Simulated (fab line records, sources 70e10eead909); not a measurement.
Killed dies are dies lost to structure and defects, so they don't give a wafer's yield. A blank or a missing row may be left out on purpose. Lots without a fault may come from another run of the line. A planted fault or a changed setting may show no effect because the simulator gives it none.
Problem report in the 8D (eight disciplines) form, filled by code | flow nand_harc | the parts of the form that need people (team, actions taken, sign-off) are left out

1. THE PROBLEM
sort_bin_3_pct at NHARC_END_SORT_01 reads a mean of 3.4 % on 2 wafers of 2 lots; wafers without a fault read 0.6 % with a standard deviation of 0.39. That is +7.1 standard deviations from the usual mean.
First seen on wafer L212.3, day 28 21:28, on prober-02. The record holds 12 wafers of 4 lots with a number at this step. Rule for "out", or "out of limits": more than 4 standard deviations from the usual mean. The other wafers with a number count as sound.

2. WHAT IT IS AND WHAT IT IS NOT
question                    | is                                                                                                              | is not
which readings at this step | sort_bin_3_pct, defect_limited_yield, killed_at_array, killed_dies, sort_bin_2_pct, sort_n_pass, sort_yield_pct | killed_at_other, killed_at_periphery, killed_open, killed_short, sort_bin_4_pct, sort_rim_yield_pct
which lots                  | L212, L214                                                                                                      | L205, L213
which wafers of those lots  | L212.3, L214.5                                                                                                  | L212.2, L212.6, L214.2, L214.4
read on which gauges        | prober-01, prober-02                                                                                            | -
when                        | from day 28 21:28                                                                                               | up to then (5 sound wafers); but 5 sound wafers of L212, L213, L214 came after

3. SUSPECTS, AND WHAT RULES EACH OUT
Counting: a tool at a process step up to the reading stays a suspect if it ran every lot that is out. Sound lots after the first of them don't rule it out here, since some wafers of a struck lot are sound.
- the gauge at NHARC_END_SORT_01: ruled out. The wafers that are out were read on 2 gauges (prober-01, prober-02).
- pvd_sputter-01 at NHARC_A_M1_PVD_21 (deposits Cu, target thk 30 nm, time 20.49 s): kept. It ran every lot that is out, first L212 (day 27 09:17); its last sound lot up to then is L213 (day 27 07:42).
Left after counting: pvd_sputter-01 at NHARC_A_M1_PVD_21.

4. THE CAUSE (what the simulator had put in)
Chamber particle source: pvd_sputter-01, from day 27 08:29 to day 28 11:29, at NHARC_A_M1_PVD_21. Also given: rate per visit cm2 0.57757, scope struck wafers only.
Counting left only this tool.

5. THE CHAIN OF EFFECTS, in route order
Each row: a reading whose mean over the struck wafers that have a number lies more than 3 standard deviations from the usual. Only readings for which the record gives a usual standard deviation are gone through. hours: the time from each lot's start at the first step in this table that gives one to its start at this step, as a median over the lots. sigmas: the change in usual standard deviations.
hours | step              | reading              | usual  | on struck wafers | change | sigmas
0     | NHARC_END_SORT_01 | defect_limited_yield | 92.9 % | 82.3             | -10.6  | -4.4
0     | NHARC_END_SORT_01 | killed_at_array      | 44     | 116              | +72    | +4.5
0     | NHARC_END_SORT_01 | killed_dies          | 48     | 120              | +72    | +4.5
0     | NHARC_END_SORT_01 | sort_bin_2_pct       | 2.6 %  | 8.3              | +5.8   | +5.8
0     | NHARC_END_SORT_01 | sort_bin_3_pct       | 0.6 %  | 3.4              | +2.8   | +7.1
0     | NHARC_END_SORT_01 | sort_n_pass          | 629    | 558              | -72    | -4.5
0     | NHARC_END_SORT_01 | sort_yield_pct       | 92.9 % | 82.3             | -10.6  | -4.4

6. WHAT WOULD HAVE CAUGHT IT SOONER
In this record the first reading out of limits at a measuring or inspecting step was taken at day 28 21:28, 37 hours after the fault began at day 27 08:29.
Of the tool readings at NHARC_A_M1_PVD_21 for which the record gives a usual standard deviation, none was out on any struck wafer, so an alarm limit of 4 standard deviations on them would not have fired.
All the lots that are out (2) had begun NHARC_A_M1_PVD_21 on pvd_sputter-01 by day 28 21:28. A hold on the tool at that time would have spared none of them.
